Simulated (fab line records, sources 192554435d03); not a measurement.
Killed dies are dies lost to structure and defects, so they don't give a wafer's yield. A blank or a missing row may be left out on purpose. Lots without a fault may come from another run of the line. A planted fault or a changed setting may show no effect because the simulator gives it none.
fab line records | flow n5_finfet
record lots=7 wafers=39
route steps=1938 shown BEOL_M7@1308 BEOL_M9@1401
start_h: hours from the record's first day to the start of the lot's first wafer shown | wait_h: hours since the lot's step before | " the same as in the row above | L1.1+2: a row that stands for several wafers | - no value, or no start given | * or withheld: withheld | < > ~ a bound
route shown NAME@n: a module of which the file shows steps, and the number in the route of the first | usual: mean/standard deviation of fault-free wafers | same: alike in all rows | chamber/n: place in a boat | sites: the reading at each site | _std_site: their standard deviation | _edge_site: outer sites' mean less inner sites' | radius_mm: how far each site lies from the wafer's centre | mask NAME#n: copy n | behind: the tool/chamber that last shaped the wafer | hold: why the lot was held/for how many hours/how that ended | device: the transistor (n, p or np) that didn't switch | end of line: the same wafers' tests at the end of the route | a step without rows: its recipe alone | killed: dies lost to structure and defects at the first sort, not the wafer's yield | map: a wafer's dies, x killed, . not, _ none there
set.NAME: the setting as run; set.NAME@STEP: as run at that earlier step | model.NAME: the simulator's own value behind a step, which no gauge read
lots whose settings were changed on purpose; a table a step, a row a wafer
## steps
# step N5_BEOL_M7_TRENCH_ETCH_37
# recipe chemistry=C4F6/O2 target_depth_a=934.78 target=SiCOH_lowk time_s=31.2 ion_energy_ev=250 pressure_mtorr=30 source_w=345 bias_w=185 Ar_flow_sccm=300 C4F6_flow_sccm=10 O2_flow_sccm=10
# columns lot.wafer tool chamber start_h wait_h set.time_s model.BEOL_M7.feature_depth_nm model.etch.depth_nm model.TiN_of_BEOL_M7_HM_DEP_02.thk_nm
L083.1 rie_diel-05 2 - - 31.2 92.4 92.46 17.6
L083.2 " 1 " " 31.2 95 95.01 17.4
L083.3 " 3 " " 36.31 109.2 109.2 17.2
L083.4 " 0 " " 36.31 111 111 17
L083.5 " 0 " " 31.2 95.2 95.21 17.4
L083.6 " 1 " " 36.31 111 111.1 17
L087.1 rie_diel-01 3 - - 31.2 97.2 97.21 17
L087.3 " 2 " " 31.2 94.2 94.2 17.2
L087.4 " 0 " " 31.2 96.6 96.6 17
L089.1 rie_diel-01 0 - - 41.13 125.8 125.8 16.6
L089.2 " 3 " " 41.13 125.8 125.8 16.8
L089.3 " 2 " " 41.13 123.4 123.4 16.6
L089.4 " 1 " " 31.2 95 94.99 17.4
L089.5 " 2 " " 31.2 92.4 92.36 17.8
L089.6 " 3 " " 31.2 95.6 95.69 17.6
L091.1 rie_diel-05 0 - - 31.2 94.4 94.43 17.4
L091.2 " 3 " " 31.2 93 93.06 17.4
L091.3 " 2 " " 31.2 91.2 91.3 17.2
L091.4 " 1 " " 31.2 95 95 17.2
L091.5 " 1 " " 31.2 94.4 94.42 17
L091.6 " 2 " " 31.2 91.8 91.79 17.2
L092.1 rie_diel-05 0 - - 31.2 94 93.93 16.8
L092.2 " 1 " " 17.01 51.6 51.5 18
L092.3 " 2 " " 31.2 92.4 92.3 17
L092.4 " 3 " " 31.2 92.6 92.6 17
L092.5 " 2 " " 17.01 50.2 50.18 18
L092.6 " 1 " " 17.01 51.2 51.21 18.2
L094.1 rie_diel-03 0 - - 39.64 123 123 16.4
L094.2 " 2 " " 31.2 92.6 92.6 17.4
L094.3 " 3 " " 31.2 93 93 17.4
L094.4 " 1 " " 31.2 94.4 94.45 17.2
L094.5 " 2 " " 39.64 117 117 16.8
L094.6 " 1 " " 39.64 119.8 119.7 16.6
L095.1 rie_diel-01 0 - - 31.2 95.4 95.43 17
L095.2 " 2 " " 31.2 93.4 93.34 17
L095.3 " 1 " " 41.61 125.4 125.3 16.2
L095.4 " 3 " " 41.61 129 129 16
L095.5 " 1 " " 41.61 126.2 126.2 16
L095.6 " 0 " " 31.2 96 96.07 17
# step N5_BEOL_M7_ETCH_41
# recipe chemistry=CH3F/O2 target=SiCN target_depth_a=319 taper_deg=2 time_s=57.8 ion_energy_ev=120 mask_material=TiN pressure_mtorr=30 source_w=395 bias_w=75 Ar_flow_sccm=150 CH3F_flow_sccm=30 O2_flow_sccm=20
# step N5_BEOL_M7_STRIP_80
# recipe chemistry=N2/H2 time_s=10 power_w=450 temp_c=40 pressure_mtorr=20 rf_frequency_hz=6e+07 bias_power_w=7 n2_flow_sccm=200 h2_flow_sccm=200
# step N5_BEOL_M7_OCD_MEAS_38
# usual trench_depth_nm=93.9/1.5
# columns lot.wafer tool chamber start_h wait_h set.time_s@BEOL_M7_TRENCH_ETCH_37 trench_depth_nm
L083.1 ocd-01 - 238.20 - 31.2 92.7
L083.2 " - " " 31.2 95.5
L083.3 " - " " 36.31 109.1
L083.4 " - " " 36.31 111.0
L083.5 " - " " 31.2 95.7
L083.6 " - " " 36.31 111.0
L087.1 ocd-01 - 272.58 - 31.2 97.2
L087.3 " - " " 31.2 93.7
L087.4 " - " " 31.2 96.4
L089.1 ocd-02 - 288.05 - 41.13 125.4
L089.2 " - " " 41.13 125.9
L089.3 " - " " 41.13 123.9
L089.4 " - " " 31.2 95.2
L089.5 " - " " 31.2 92.5
L089.6 " - " " 31.2 95.7
L091.1 ocd-01 - 290.07 - 31.2 94.2
L091.2 " - " " 31.2 93.9
L091.3 " - " " 31.2 91.4
L091.4 " - " " 31.2 95.1
L091.5 " - " " 31.2 93.9
L091.6 " - " " 31.2 91.6
L092.1 ocd-01 - 301.51 - 31.2 94.0
L092.2 " - " " 17.01 52.0
L092.3 " - " " 31.2 92.2
L092.4 " - " " 31.2 92.2
L092.5 " - " " 17.01 50.3
L092.6 " - " " 17.01 50.9
L094.1 ocd-02 - 313.10 - 39.64 122.9
L094.2 " - " " 31.2 92.7
L094.3 " - " " 31.2 93.3
L094.4 " - " " 31.2 94.5
L094.5 " - " " 39.64 117.0
L094.6 " - " " 39.64 120.1
L095.1 ocd-01 - 316.37 - 31.2 95.5
L095.2 " - " " 31.2 93.7
L095.3 " - " " 41.61 125.6
L095.4 " - " " 41.61 128.5
L095.5 " - " " 41.61 126.4
L095.6 " - " " 31.2 96.4
# step N5_BEOL_M7_HM_STRIP_39
# recipe chemistry=peroxide_tin_strip material=TiN target_depth_a=250 temp_c=50 time_s=158
# step N5_BEOL_M7_SRD_40
# recipe time_s=30 temp_c=23 rinse_liquid=diw dry=ipa_marangoni
# step N5_BEOL_M7_ECD_50
# recipe material=Cu target_thk_a=3000
# step N5_BEOL_M7_ANNEAL_51
# recipe temp_c=225 time_s=90 ambient=N2
# step N5_BEOL_M7_CMP_52
# recipe stop_on=SiCOH_lowk t_overpolish_s=6.9 down_force_psi=1 platen_rpm=50 clearing_platen_down_force_psi=1.5 clearing_platen_rpm=50 post_cmp_clean=cu_alkaline target_thk_nm=80 clearing_platen_pad_velocity_m_s=0.99484 pad_velocity_m_s=0.99484
# columns lot.wafer tool chamber start_h wait_h set.time_s@BEOL_M7_TRENCH_ETCH_37 model.Cu_of_BEOL_M7_ECD_50.thk_nm
L083.2+5 cmp-04 0,1 239.99 0.2 31.2 81.2
L083.3 " 1 " " 36.31 95
L083.4 " 2 " " 36.31 97.2
L083.1 " 3 " " 31.2 79.8
L083.6 " 0 " " 36.31 98.2
L087.1 cmp-02 3 275.52 0.3 31.2 83.2
L087.3 " 0 " " 31.2 79.6
L087.4 " 1 " " 31.2 82.8
L089.4 cmp-02 1 290.57 0.1 31.2 82.6
L089.2 " 2 " " 41.13 111.8
L089.3 " 3 " " 41.13 110
L089.1 " 0 " " 41.13 111
L089.6 " 1 " " 31.2 82.4
L089.5 " 2 " " 31.2 79
L091.1 cmp-01 0 292.17 0.3 31.2 81.6
L091.2 " 1 " " 31.2 80.2
L091.4 " 2 " " 31.2 81
L091.3 " 3 " " 31.2 77.4
L091.6 " 0 " " 31.2 77.2
L091.5 " 1 " " 31.2 82
L092.3 cmp-01 3 303.71 0.2 31.2 78
L092.2 " 0 " " 17.01 38.2
L092.4 " 1 " " 31.2 79
L092.1 " 2 " " 31.2 80.4
L092.5 " 3 " " 17.01 37.2
L092.6 " 0 " " 17.01 38.8
L094.3 cmp-04 3 316.72 0.2 31.2 79.8
L094.4 " 0 " " 31.2 80.4
L094.2 " 1 " " 31.2 78.6
L094.1 " 2 " " 39.64 109
L094.5 " 3 " " 39.64 103.2
L094.6 " 0 " " 39.64 105
L095.4 cmp-01 0 319.52 0.2 41.61 116.4
L095.1 " 1 " " 31.2 82.2
L095.3 " 2 " " 41.61 111.4
L095.2 " 3 " " 31.2 79.4
L095.5 " 0 " " 41.61 112.8
L095.6 " 1 " " 31.2 83.2
# step N5_BEOL_M7_THK_MEAS_53
# recipe thk_meas_gauge=xrf reads=Cu_of_BEOL_M7_ECD_50
# usual M7_THK=78.6/1.7
# columns lot.wafer tool chamber start_h wait_h set.time_s@BEOL_M7_TRENCH_ETCH_37 M7_THK[nm]
L083.1 film_metro-02 - 240.28 - 31.2 77.5
L083.2 " - " " 31.2 78.4
L083.3 " - " " 36.31 91.8
L083.4 " - " " 36.31 94.4
L083.5 " - " " 31.2 78.7
L083.6 " - " " 36.31 95.0
L087.1 film_metro-01 - 275.78 - 31.2 82.1
L087.3 " - " " 31.2 78.7
L087.4 " - " " 31.2 81.8
L089.1 film_metro-02 - 290.86 - 41.13 108.5
L089.2 " - " " 41.13 108.0
L089.3 " - " " 41.13 106.5
L089.4 " - " " 31.2 80.0
L089.5 " - " " 31.2 76.7
L089.6 " - " " 31.2 80.0
L091.1 film_metro-01 - 292.46 - 31.2 79.6
L091.2 " - " " 31.2 78.4
L091.3 " - " " 31.2 75.8
L091.4 " - " " 31.2 79.6
L091.5 " - " " 31.2 80.3
L091.6 " - " " 31.2 75.4
L092.1 film_metro-02 - 304.00 - 31.2 78.2
L092.2 " - " " 17.01 37.1
L092.3 " - " " 31.2 75.9
L092.4 " - " " 31.2 77.4
L092.5 " - " " 17.01 36.3
L092.6 " - " " 17.01 37.9
L094.1 film_metro-02 - 317.01 - 39.64 106.3
L094.2 " - " " 31.2 76.5
L094.3 " - " " 31.2 77.7
L094.4 " - " " 31.2 78.2
L094.5 " - " " 39.64 100.9
L094.6 " - " " 39.64 103.0
L095.1 film_metro-02 - 319.82 - 31.2 80.2
L095.2 " - " " 31.2 76.7
L095.3 " - " " 41.61 107.8
L095.4 " - " " 41.61 112.5
L095.5 " - " " 41.61 109.1
L095.6 " - " " 31.2 80.6
# step N5_BEOL_M7_PRE_CLEAN_55
# recipe gas=NH3 time_s=15 temp_c=withheld rf_power_w=300
# step N5_BEOL_M7_DEP_56
# recipe material=SiCN target_thk_a=100 temp_c=withheld precursor=3MS/NH3 pressure_torr=3 rf_w=202 time_s=17.5
# step N5_BEOL_M7_RS_MEAS_57
# recipe thk_meas_gauge=four-point-probe reads=Cu_of_BEOL_M7_ECD_50+Co_of_BEOL_M7_CVD_78+TaN_of_BEOL_M7_ALD_77
# usual M7_RS=0.285/0.0067
# columns lot.wafer tool chamber start_h wait_h set.time_s@BEOL_M7_TRENCH_ETCH_37 M7_RS[ohm/sq]
L083.1 film_metro-01 - 240.41 0.1 31.2 0.287
L083.2 " - " " 31.2 0.281
L083.3 " - " " 36.31 0.234
L083.4 " - " " 36.31 0.227
L083.5 " - " " 31.2 0.280
L083.6 " - " " 36.31 0.225
L087.1 film_metro-02 - 275.91 0.1 31.2 0.273
L087.3 " - " " 31.2 0.287
L087.4 " - " " 31.2 0.274
L089.1 film_metro-01 - 290.99 0.1 41.13 0.196
L089.2 " - " " 41.13 0.194
L089.3 " - " " 41.13 0.198
L089.4 " - " " 31.2 0.276
L089.5 " - " " 31.2 0.290
L089.6 " - " " 31.2 0.276
L091.1 film_metro-01 - 292.60 0.1 31.2 0.279
L091.2 " - " " 31.2 0.284
L091.3 " - " " 31.2 0.297
L091.4 " - " " 31.2 0.281
L091.5 " - " " 31.2 0.277
L091.6 " - " " 31.2 0.297
L092.1 film_metro-02 - 304.14 0.1 31.2 0.284
L092.2 " - " " 17.01 0.716
L092.3 " - " " 31.2 0.295
L092.4 " - " " 31.2 0.289
L092.5 " - " " 17.01 0.737
L092.6 " - " " 17.01 0.699
L094.1 film_metro-02 - 317.14 0.1 39.64 0.200
L094.2 " - " " 31.2 0.293
L094.3 " - " " 31.2 0.287
L094.4 " - " " 31.2 0.285
L094.5 " - " " 39.64 0.213
L094.6 " - " " 39.64 0.209
L095.1 film_metro-01 - 319.95 0.1 31.2 0.276
L095.2 " - " " 31.2 0.288
L095.3 " - " " 41.61 0.195
L095.4 " - " " 41.61 0.186
L095.5 " - " " 41.61 0.192
L095.6 " - " " 31.2 0.273
# step N5_BEOL_M9_ILD_DEP_00
# recipe material=SiCOH_lowk target_thk_a=3085.1 temp_c=300 precursor=DEMS/porogen pressure_torr=5 rf_w=500 time_s=58
# columns lot.wafer tool chamber start_h wait_h set.target_thk_a model.SiCOH_lowk_of_BEOL_M9_ILD_DEP_00.thk_nm
L083.1 pecvd-01 1 249.22 0.0 3085.1 308.8
L083.2 " 2 " " 2318 235.2
L083.3 " 0 " " 3085.1 308.6
L083.4 " 1 " " 2318 235.6
L083.5 " 2 " " 2318 236
L083.6 " 0 " " 3085.1 315.8
L087.1 pecvd-02 1 284.47 0.0 3085.1 307.8
L087.3 " 0 " " 3085.1 307
L087.4 " 0 " " 3085.1 308.8
L089.1 pecvd-04 0 299.00 0.0 1974 196.8
L089.2 " 2 " " 3085.1 304.2
L089.3 " 1 " " 3085.1 303.6
L089.4 " 0 " " 1974 195.4
L089.5 " 1 " " 1974 196.6
L089.6 " 2 " " 3085.1 312.8
L091.1 pecvd-02 1 299.66 0.0 2304 226.4
L091.2 " 0 " " 3085.1 300.2
L091.3 " 2 " " 3085.1 299.6
L091.4 " 0 " " 3085.1 306.4
L091.5 " 1 " " 2304 229
L091.6 " 2 " " 2304 226
L092.1 pecvd-02 0 310.52 0.0 3085.1 300.6
L092.2 " 1 " " 3085.1 304.2
L092.3 " 2 " " 3085.1 304
L092.4 " 1 " " 4910 491
L092.5 " 2 " " 4910 489.2
L092.6 " 0 " " 4910 492.4
L094.1 pecvd-04 2 325.27 0.0 3085.1 311.8
L094.2 " 0 " " 4265 422.8
L094.3 " 1 " " 4265 422
L094.4 " 0 " " 3085.1 313.8
L094.5 " 2 " " 4265 438
L094.6 " 1 " " 3085.1 310.4
L095.1 pecvd-04 0 326.84 0.0 3085.1 301.6
L095.2+3 " 1,2 " " 3085.1 302.8
L095.4 " 0 " " 3085.1 305.8
L095.5 " 2 " " 3085.1 306.2
L095.6 " 1 " " 3085.1 307.2
# step N5_BEOL_M9_CURE_71
# recipe temp_c=385 time_s=240 ambient=He/Ar material=SiCOH_lowk
# columns lot.wafer tool chamber start_h wait_h set.target_thk_a@BEOL_M9_ILD_DEP_00 model.SiCOH_lowk_of_BEOL_M9_ILD_DEP_00.thk_nm
L083.1 uv_cure-02 2 249.30 0.0 3085.1 268.4
L083.2 " 2 " " 2318 203.4
L083.3 " 2 " " 3085.1 268.2
L083.4 " 2 " " 2318 203.8
L083.5 " 2 " " 2318 204.2
L083.6 " 2 " " 3085.1 274.4
L087.1 uv_cure-03 2 284.55 0.0 3085.1 267.2
L087.3 " 2 " " 3085.1 266.8
L087.4 " 2 " " 3085.1 268.4
L089.1+5 uv_cure-01 2 299.08 0.0 1974 169.8
L089.2 " 2 " " 3085.1 264.2
L089.3 " 2 " " 3085.1 263.6
L089.4 " 2 " " 1974 168.6
L089.6 " 2 " " 3085.1 271.8
L091.1 uv_cure-03 1 299.81 0.1 2304 195.8
L091.2 " 1 " " 3085.1 260.8
L091.3 " 1 " " 3085.1 260.2
L091.4 " 1 " " 3085.1 266
L091.5 " 1 " " 2304 198
L091.6 " 1 " " 2304 195.4
L092.1 uv_cure-01 1 310.60 0.0 3085.1 261
L092.2 " 1 " " 3085.1 264.2
L092.3 " 1 " " 3085.1 264
L092.4 " 1 " " 4910 430.8
L092.5 " 1 " " 4910 429.2
L092.6 " 1 " " 4910 432.2
L094.1 uv_cure-02 0 325.35 0.0 3085.1 270.8
L094.2 " 0 " " 4265 369.8
L094.3 " 0 " " 4265 369
L094.4 " 0 " " 3085.1 272.8
L094.5 " 0 " " 4265 383.2
L094.6 " 0 " " 3085.1 269.8
L095.1 uv_cure-03 0 326.91 0.0 3085.1 261.8
L095.2+3 " 0 " " 3085.1 263
L095.4 " 0 " " 3085.1 265.6
L095.5 " 0 " " 3085.1 266
L095.6 " 0 " " 3085.1 266.8
# step N5_BEOL_M9_THK_MEAS_01
# recipe reads=SiCOH_lowk_of_BEOL_M9_ILD_DEP_00
# usual M9_ILD_THK=267/3.3
# columns lot.wafer tool chamber start_h wait_h set.target_thk_a@BEOL_M9_ILD_DEP_00 M9_ILD_THK[nm]
L083.1 film_metro-02 - 249.81 0.4 3085.1 268
L083.2 " - " " 2318 203
L083.3 " - " " 3085.1 268
L083.4 " - " " 2318 204
L083.5 " - " " 2318 204
L083.6 " - " " 3085.1 274
L087.1 film_metro-01 - 285.06 0.4 3085.1 267
L087.3 " - " " 3085.1 267
L087.4 " - " " 3085.1 268
L089.1 film_metro-02 - 299.59 0.4 1974 170
L089.2 " - " " 3085.1 264
L089.3 " - " " 3085.1 263
L089.4 " - " " 1974 169
L089.5 " - " " 1974 170
L089.6 " - " " 3085.1 272
L091.1 film_metro-02 - 300.33 0.4 2304 196
L091.2 " - " " 3085.1 261
L091.3 " - " " 3085.1 260
L091.4 " - " " 3085.1 266
L091.5 " - " " 2304 198
L091.6 " - " " 2304 195
L092.1 film_metro-02 - 311.11 0.4 3085.1 261
L092.2 " - " " 3085.1 264
L092.3 " - " " 3085.1 264
L092.4 " - " " 4910 431
L092.5 " - " " 4910 429
L092.6 " - " " 4910 432
L094.1 film_metro-01 - 325.86 0.4 3085.1 271
L094.2 " - " " 4265 369
L094.3 " - " " 4265 369
L094.4 " - " " 3085.1 273
L094.5 " - " " 4265 383
L094.6 " - " " 3085.1 270
L095.1 film_metro-01 - 327.43 0.4 3085.1 262
L095.2 " - " " 3085.1 263
L095.3 " - " " 3085.1 263
L095.4 " - " " 3085.1 266
L095.5 " - " " 3085.1 266
L095.6 " - " " 3085.1 267
## key
split step=N5_BEOL_M7_TRENCH_ETCH_37 setting=time_s stated=31.2 by=wafer
response step=N5_BEOL_M7_TRENCH_ETCH_37 reading=model.BEOL_M7.feature_depth_nm change=+0.95 per=1% r=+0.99
response step=N5_BEOL_M7_TRENCH_ETCH_37 reading=model.etch.depth_nm change=+0.95 per=1% r=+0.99
response step=N5_BEOL_M7_TRENCH_ETCH_37 reading=model.TiN_of_BEOL_M7_HM_DEP_02.thk_nm change=-0.0267 per=1% r=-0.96
response step=N5_BEOL_M7_OCD_MEAS_38 reading=trench_depth_nm change=+0.944 per=1% r=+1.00
response step=N5_BEOL_M7_CMP_52 reading=model.Cu_of_BEOL_M7_ECD_50.thk_nm change=+0.933 per=1% r=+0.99
response step=N5_BEOL_M7_THK_MEAS_53 reading=M7_THK change=+0.908 per=1% r=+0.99
response step=N5_BEOL_M7_RS_MEAS_57 reading=M7_RS shape=bent at_lowest=0.717 at_stated=0.284 at_highest=0.191
split step=N5_BEOL_M9_ILD_DEP_00 setting=target_thk_a stated=3085.1 by=wafer
response step=N5_BEOL_M9_ILD_DEP_00 reading=model.SiCOH_lowk_of_BEOL_M9_ILD_DEP_00.thk_nm change=+3.1 per=1% r=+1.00
response step=N5_BEOL_M9_CURE_71 reading=model.SiCOH_lowk_of_BEOL_M9_ILD_DEP_00.thk_nm change=+2.75 per=1% r=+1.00
response step=N5_BEOL_M9_THK_MEAS_01 reading=M9_ILD_THK change=+2.75 per=1% r=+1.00
